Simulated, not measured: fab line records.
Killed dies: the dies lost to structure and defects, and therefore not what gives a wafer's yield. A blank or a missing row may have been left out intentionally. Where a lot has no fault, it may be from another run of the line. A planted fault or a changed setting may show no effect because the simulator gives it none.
Chamber matching | flow n5Finfet | cmp-03 running N5_ILD0_CMP_12: 4 sister chambers
The step polishes SiNx, stops on poly-Si, t overpolish 6 s, target thk 17.67 nm. 8 wafers are shown with their chamber, then 7 later ones without.

== WAFERS PAIRED WITH THEIR CHAMBERS ==
wafer  | chamber | motorCurrentA (A) | timeToEndpointS (s)
L077.6 | 1       | 10.8              | 28
L079.3 | 2       | 9.2               | 26
L079.4 | 1       | 10.5              | 26
L081.2 | 3       | 8.3               | 25
L081.3 | 2       | 9.0               | 26
L081.5 | 0       | 8.6               | 19
L083.3 | 0       | 8.9               | 20
L083.4 | 3       | 8.5               | 29

== WAFERS WITH NO CHAMBER GIVEN ==
wafer  | motorCurrentA (A) | timeToEndpointS (s)
L083.5 | 8.6               | 30
L085.1 | 9.2               | 26
L085.4 | 8.6               | 31
L085.6 | 8.7               | 23
L095.1 | 8.5               | 28
L095.2 | 8.7               | 22
L095.4 | 10.3              | 27

== CHAMBER TAKEN BY EACH ==
wafer  | from the rows above          | in truth
L083.5 | can't be placed: 3 or 2      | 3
L085.1 | 2                            | 2
L085.4 | can't be placed: 3 or 2      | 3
L085.6 | can't be placed: 0 or 2 or 3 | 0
L095.1 | 3                            | 3
L095.2 | can't be placed: 0 or 2 or 3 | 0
L095.4 | 1                            | 1
Placed correctly: 3 of 7. These rows do not allow placing 4 (true chamber among the candidates in 4). Wrongly placed: 0.
How it was worked out, from the rows above alone: a wafer's distance from a chamber is the root of the sum, over the readings, of the square of ((its reading less the chamber's mean) divided by the reading's scatter). The wafer belongs to the nearest chamber; if the next one is less than 2 further off, it can't be placed. A chamber's mean is the mean of its shown wafers. The scatter is the square root of a quotient: the sum, over the shown wafers, of each reading's squared deviation from its chamber's mean, divided by wafers minus chambers.
